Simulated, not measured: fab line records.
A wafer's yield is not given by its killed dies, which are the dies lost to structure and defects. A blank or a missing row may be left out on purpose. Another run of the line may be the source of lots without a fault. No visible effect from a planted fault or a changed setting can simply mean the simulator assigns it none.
Which tool was responsible?	flow n5_finfet	11 lots, 33 wafers sampled, at 3 steps of a route of 1938

== WHAT EACH GAUGE READ, for each wafer ==
N5_PASSIVATION_OVL_MEAS_66.
lot	measured	on	PASS_OPEN_OVL (nm)
L968	day 12 17:55	overlay-01	3 2 8
L969	day 13 06:13	overlay-01	14 6 5
L971	day 13 17:59	overlay-01	10 5 14
L975	day 15 02:49	overlay-01	-4 9 12
L982	day 16 15:13	overlay-02	8 6 7
L983	day 16 19:16	overlay-02	9 13 2
L984	day 16 19:28	overlay-02	9 8 8
L985	day 17 07:10	overlay-01	1 0 -2
L987	day 17 10:43	overlay-02	1 -1 6
L989	day 17 20:29	overlay-01	13 1 3
L990	day 18 19:38	overlay-02	5 5 11

== EACH LOT AND THE TOOL THAT RAN IT (in order: tool; ch and the chambers of the sampled wafers; start) ==
lot	N5_BEOL_M2_SPUTTER_81	N5_PASSIVATION_PECVD_55
L968	pvd_sputter-01, day 6 23:41	pecvd-04 ch 0,2, day 12 13:24
L969	pvd_sputter-03, day 7 11:26	pecvd-02 ch 1,2, day 13 01:44
L971	pvd_sputter-03, day 7 22:32	pecvd-02 ch 1,2, day 13 09:30
L975	pvd_sputter-03, day 9 10:54	pecvd-04 ch 2, day 14 19:56
L982	pvd_sputter-01, day 10 16:55	pecvd-01 ch 0,1,2, day 16 10:07
L983	pvd_sputter-02, day 11 00:28	pecvd-04 ch 0,2, day 16 15:22
L984	pvd_sputter-01, day 11 01:46	pecvd-01 ch 0,1, day 16 14:13
L985	pvd_sputter-02, day 11 20:47	pecvd-01 ch 0,2, day 17 01:25
L987	pvd_sputter-02, day 12 03:53	pecvd-04 ch 0,1,2, day 17 05:38
L989	pvd_sputter-03, day 12 21:50	pecvd-02 ch 0,1, day 17 16:17
L990	pvd_sputter-03, day 13 01:02	pecvd-04 ch 0,1,2, day 18 13:31
- N5_BEOL_M2_SPUTTER_81: material Cu, target thk 4.5 nm, time 8.29 s.
- N5_PASSIVATION_PECVD_55: deposits SiO2 from SiH4/N2O, target thk 400 nm, time 22.5 s.

== THE ANSWER, worked out from the rows above alone ==
Rule: the lots themselves supply what counts as usual. Put in order of their means at a reading, lots are off if they are a third of the lots or fewer, leave a main group of 4 or more, and stand apart from it by a gap of 3 or more times the standard deviation of the main group's means; of several such gaps the widest counts. Not used: any main group whose means are identical at the precision the tables above print for the reading. Also off: a lot with no number at a reading for which 4 or more lots have one. Where the step has rows for the other lots, those lots are counted as sound.
Across all readings shown, no lot is off: no conclusion can be drawn from this.

== WHAT THE SIMULATOR PUT IN ==
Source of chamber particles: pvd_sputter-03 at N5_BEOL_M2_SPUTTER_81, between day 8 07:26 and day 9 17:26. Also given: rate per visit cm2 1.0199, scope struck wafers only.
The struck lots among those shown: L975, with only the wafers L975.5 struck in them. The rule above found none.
